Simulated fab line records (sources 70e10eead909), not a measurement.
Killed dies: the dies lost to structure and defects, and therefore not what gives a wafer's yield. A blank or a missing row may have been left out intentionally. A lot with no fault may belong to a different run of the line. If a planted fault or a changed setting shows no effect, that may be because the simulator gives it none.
Struck lot and sound lot, side by side -- flow nand-harc -- 16 out of 1159 route steps
Sound: these wafers, L228.3, L228.5, L228.6. Wafers L230.1, L230.2, L230.4 were the ones struck. At the end, the cause is stated.
At each step with rows: each side's tool, then ch and its chambers, then its first start. Under that, the readings that differ: sound wafers -- struck wafers -- difference of the means -- sigmas: that difference in standard deviations of wafers without a fault.
alike: readings whose means differ by less than 2 such deviations, and words and numbers that are the same on both sides. not compared: withheld readings, readings that some wafer has no value for, bounds like >300 that may hide the same value, and numbers for which the record gives no deviation and whose values overlap.
A row with sigmas, a row that says differs or no value, or rows on one side alone: a step with any of these is where the two part. Numbers that don't overlap but have no deviation are shown without sigmas and don't part them. Lack of a reading on every wafer of one side parts them only where that side has two or more wafers.

NHARC_P_ZERO_WELL_CD_MEAS_24 targets a cd of 720 nm.
  sound on cd-sem-01 ch 0, day 1 20:35; struck on cd-sem-03 ch 0, day 2 08:35
  alike: cd-nm
then, 1 step without rows for these wafers: NHARC_P_ZERO_WELL_HARDBAKE_25 (time 80 s).
NHARC_P_ZERO_WELL_DESCUM_26: chemistry O2, time 3 s.
  sound on rie-diel-07 ch 0,1, day 1 20:45; struck on rie-diel-05 ch 0,1,3, day 2 08:44
  alike: drypump-motor-current-A, oes-product-au, rf-vpp-V, showerhead-plenum-p-Torr, throttle-valve-pct
  not compared: rf-hours-counter-h
then, 9 steps without rows for these wafers: NHARC_P_ZERO_WELL_IMPLANT_27; NHARC_P_ZERO_WELL_IMPLANT_57; NHARC_P_ZERO_WELL_IMPLANT_58; NHARC_P_ZERO_WELL_STRIP_28 (strips in SPM, time 840 s); NHARC_P_ZERO_WELL_DEHYDRATE_29 (time 120 s); NHARC_P_ZERO_WELL_HMDS_30 (time 30 s); NHARC_P_ZERO_WELL_COAT_31; NHARC_P_ZERO_WELL_SOFTBAKE_32 (time 95 s); NHARC_P_ZERO_WELL_EBR_33.
NHARC_P_ZERO_WELL_EXPOSE_34: exposes mask P PWELL, target cd 720 nm.
  sound on krf-scanner-01 ch 0, day 1 22:05; struck on krf-scanner-01 ch 0, day 2 09:59
reading,sound,struck,difference,sigmas
mask,P_PWELL#0 P_PWELL#0 P_PWELL#0,P_PWELL_R1#0 P_PWELL_R1#0 P_PWELL_R1#0,differs,
then, 2 steps without rows for these wafers: NHARC_P_ZERO_WELL_PEB_35 (peb time 85 s); NHARC_P_ZERO_WELL_DEVELOP_36 (time 70 s).
NHARC_P_ZERO_WELL_CD_MEAS_37 targets a cd of 720 nm.
  sound on cd-sem-01 ch 0, day 1 22:14; struck on cd-sem-03 ch 0
reading,sound,struck,difference,sigmas
cd-nm (nm),722.0 722.2 722.5,734.6 730.3 730.9,+9.7,+5
  not compared: hold

== WHERE THEY PART ==
First at NHARC_P_ZERO_WELL_EXPOSE_34; last, within this record, at NHARC_P_ZERO_WELL_CD_MEAS_37.

WHY: the cause the simulator had injected
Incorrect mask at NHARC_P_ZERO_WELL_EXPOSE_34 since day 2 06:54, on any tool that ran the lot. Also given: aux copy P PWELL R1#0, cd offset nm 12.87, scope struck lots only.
